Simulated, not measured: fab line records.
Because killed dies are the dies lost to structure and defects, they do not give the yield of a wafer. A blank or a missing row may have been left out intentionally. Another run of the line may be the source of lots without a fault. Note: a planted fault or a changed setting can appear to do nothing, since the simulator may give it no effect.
The tool behind it: which one? ; flow nand_harc ; 36 wafers from 12 lots sampled at 5 of the route's 1302 steps

## WHAT EACH GAUGE READ, for each wafer
NHARC_A_CHANNEL_HOLE_D2_CD_MEAS_31. Usual: cd_nm 90.3 nm, standard deviation 0.9.
lot;measured;on;cd_nm (nm);flag
L992;day 14 03:57;cd_sem-01;89.5 90.9 89.5;
L993;day 14 16:05;cd_sem-03;89.4 89.6 90.8;
L995;day 15 14:04;cd_sem-02;90.4 90.5 90.6;
L101;day 18 17:24;cd_sem-02;91.3 90.6 91.0;
L102;day 18 18:07;cd_sem-01;89.8 91.5 90.2;
L103;day 19 05:58;cd_sem-03;91.0 89.5 91.4;
L105;day 19 16:03;cd_sem-02;88.1 89.7 89.6;
L106;day 20 13:19;cd_sem-02;89.7 90.0 89.5;
L107;day 20 19:52;cd_sem-01;90.5 89.0 90.1;
L111;day 22 15:34;cd_sem-01;89.6 90.2 90.2;
L113;day 23 07:27;cd_sem-01;91.0 91.1 90.1;
L112;day 23 09:33;cd_sem-01;90.6 90.5 89.8;

NHARC_END_SORT_01. Usual: killed_at_array 53, standard deviation 21; killed_at_other 1.0, standard deviation 1.3; killed_at_periphery 3.8, standard deviation 2.4; killed_dies 58, standard deviation 21; killed_open 3.4, standard deviation 1.9; killed_short 2.4, standard deviation 1.5.
lot;measured;on;killed_at_array;killed_at_other;killed_at_periphery;killed_dies;killed_open;killed_short;flag
L101;day 29 19:32;prober-01;672 673 672;1 0 0;4 4 5;677 677 677;8 7 5;3 3 1;OFF
L102;day 29 20:18;prober-02;668 672 670;0 0 2;9 5 5;677 677 677;1 1 4;2 4 0;OFF
L103;day 30 16:21;prober-01;40 42;0 0;8 7;48 49;6 3;4 3;

## WHAT TOOL EACH LOT RAN ON (gives the tool, then ch and the chambers of the sampled wafers, and finally the start)
lot;NHARC_A_CHANNEL_FILL_D2_ETCHBACK_19;NHARC_A_STAIRCASE_DEP_156;NHARC_A_STAIRCASE_ETCH_170
L992;rie_si-06 ch 1,2, day 15 06:26;pecvd-04 ch 0,2, day 16 09:42;rie_diel-07 ch 0,1, day 16 10:50
L993;rie_si-01 ch 2,3, day 15 17:50;pecvd-02 ch 0,2, day 16 18:51;rie_diel-02 ch 0,3, day 16 20:02
L995;rie_si-05 ch 0,1,3, day 16 14:54;pecvd-02 ch 0,2, day 17 15:22;rie_diel-07 ch 0,1, day 17 16:32
L101;rie_si-06 ch 0,2, day 19 22:29;pecvd-04 ch 0,1,2, day 20 22:47;rie_diel-04 ch 0,1,2, day 21 00:15
L102;rie_si-01 ch 0,1,3, day 19 22:29;pecvd-02 ch 0,1,2, day 20 22:41;rie_diel-04 ch 0,1,3, day 20 23:54
L103;rie_si-06 ch 0,1, day 20 10:54;pecvd-04 ch 0,2, day 21 10:30;rie_diel-07 ch 1,2, day 21 11:41
L105;rie_si-06 ch 1,2,3, day 20 17:18;pecvd-04 ch 0,1,2, day 21 17:18;rie_diel-07 ch 0,2,3, day 21 18:26
L106;rie_si-05 ch 0,1,3, day 21 14:23;pecvd-03 ch 0,2, day 22 14:37;rie_diel-04 ch 0,1,3, day 22 15:40
L107;rie_si-05 ch 1,3, day 21 21:41;pecvd-03 ch 0,1,2, day 23 01:32;rie_diel-04 ch 0,1,3, day 23 02:44
L111;rie_si-05 ch 0,1, day 23 13:25;pecvd-04 ch 0,2, day 24 12:56;rie_diel-04 ch 0,1,2, day 24 14:36
L113;rie_si-06 ch 1,2, day 24 07:51;pecvd-04 ch 0,1, day 25 10:12;rie_diel-04 ch 1,3, day 25 11:22
L112;rie_si-05 ch 2,3, day 24 07:50;pecvd-03 ch 0,1, day 25 10:22;rie_diel-02 ch 0,1,3, day 25 11:37
- NHARC_A_CHANNEL_FILL_D2_ETCHBACK_19: etches the open film in HBr/Cl2, target depth 5 nm, time 1.7 s.
- NHARC_A_STAIRCASE_DEP_156: deposits SiNx, target thk 50 nm.
- NHARC_A_STAIRCASE_ETCH_170: etches the open film in C4F6/O2, target depth 200 nm, time 66.667 s.

## WHAT THE TOOLS THEMSELVES READ (means of the sampled wafers that have a number; where no wafer has one, the mark that the record gives instead)
NHARC_A_CHANNEL_FILL_D2_ETCHBACK_19. Usual: drypump_motor_current_A 5.6 A, standard deviation 0.45; he_backside_leak_sccm 2.8 sccm, standard deviation 0.3; oes_product_au 1.000 a.u., standard deviation 0.0083; throttle_valve_pct 26.406 %, standard deviation 0.0075.
lot;tool;drypump_motor_current_A (A);he_backside_leak_sccm (sccm);oes_product_au (a.u.);throttle_valve_pct (%);flag
L992;rie_si-06;6.1;2.8;1.009;26.411;
L993;rie_si-01;5.5;2.6;0.999;26.411;
L995;rie_si-05;5.2;2.8;0.986;26.406;
L101;rie_si-06;5.4;2.4;1.004;26.398;
L102;rie_si-01;5.8;2.8;0.995;26.405;
L103;rie_si-06;5.4;2.4;1.002;26.402;
L105;rie_si-06;6.0;2.9;1.007;26.401;
L106;rie_si-05;5.2;2.9;0.991;26.412;
L107;rie_si-05;5.3;2.8;1.005;26.408;
L111;rie_si-05;5.0;2.8;0.994;26.401;
L113;rie_si-06;6.1;2.8;1.001;26.400;
L112;rie_si-05;5.6;2.9;1.004;26.409;

NHARC_A_STAIRCASE_DEP_156. Usual: heater_power_w 720 W, standard deviation 96.
lot;tool;heater_power_w (W);flag
L992;pecvd-04;715;
L993;pecvd-02;772;
L995;pecvd-02;848;
L101;pecvd-04;712;
L102;pecvd-02;804;
L103;pecvd-04;612;
L105;pecvd-04;671;
L106;pecvd-03;684;
L107;pecvd-03;704;
L111;pecvd-04;584;
L113;pecvd-04;758;
L112;pecvd-03;765;

NHARC_A_STAIRCASE_ETCH_170. Usual: bias_w is 500.1 W with standard deviation 1.4, c4f6_flow_sccm is 24.99 sccm with standard deviation 0.078, drypump_motor_current_A is 5.8 A with standard deviation 0.53, oes_product_au is 0.973 a.u. with standard deviation 0.014, rf_vpp_V is 546 V with standard deviation 3.5, showerhead_plenum_p_Torr is 3.88 Torr with standard deviation 0.16, and throttle_valve_pct is 26.903 % with standard deviation 0.009.
lot;tool;bias_w (W);c4f6_flow_sccm (sccm);drypump_motor_current_A (A);oes_product_au (a.u.);rf_vpp_V (V);showerhead_plenum_p_Torr (Torr);throttle_valve_pct (%);flag
L992;rie_diel-07;499.9;25.03;6.1;0.972;550;4.11;26.898;
L993;rie_diel-02;500.4;24.94;5.2;0.982;545;3.81;26.898;
L995;rie_diel-07;500.5;25.03;6.1;0.968;552;4.11;26.903;
L101;rie_diel-04;-;-;-;-;-;-;-;OFF
L102;rie_diel-04;-;-;-;-;-;-;-;OFF
L103;rie_diel-07;500.1;24.91;6.2;0.969;551;4.08;26.907;
L105;rie_diel-07;502.0;24.97;5.9;0.984;547;3.90;26.906;
L106;rie_diel-04;499.5;25.02;6.2;0.976;545;3.83;26.903;
L107;rie_diel-04;498.5;24.96;6.3;0.977;545;3.82;26.896;
L111;rie_diel-04;498.3;24.95;6.4;0.921;549;4.00;26.905;OFF
L113;rie_diel-04;501.0;24.96;6.5;0.975;547;3.93;26.908;
L112;rie_diel-02;499.8;25.01;5.3;0.981;547;3.94;26.903;

## THE ANSWER, worked out from the rows above alone
Rule: take the mean of a lot's wafers that have a number; if it is more than 3 standard deviations from the usual mean, the lot is off. A lot without any number at a reading at which 4 lots or more have one is off too. The other lots that the step has rows for count as sound. Order of review: gauges by route order, followed by the tools' own readings, for which a lot's mean as printed above is used. The first step at which some lot is off is used, and at that step the reading that is off furthest; a lot without a number counts as furthest.
Off at NHARC_END_SORT_01 (killed_at_array): L101, L102. Neither off nor sound, because the step has no rows for them: L992, L993, L995, L105, L106, L107, L111, L113, L112.
If a tool, at a process step before that reading, ran all the lots that are off and no sound lot after the first of them, it fits. Not tried: the gauges at NHARC_END_SORT_01; whatever is off there is also off at NHARC_A_STAIRCASE_ETCH_170, on other tools, and gauge error can't account for it. One candidate fits, namely rie_diel-04 at NHARC_A_STAIRCASE_ETCH_170. It ran no sound lot before its first lot that is off in this sample, so the start can't be narrowed down.

## WHAT THE SIMULATOR HAD PUT IN
At NHARC_A_STAIRCASE_ETCH_170, the step was skipped entirely on rie_diel-04 from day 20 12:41 on. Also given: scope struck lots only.
Lots struck among those shown: L101, L102. The rule given above showed the same thing.
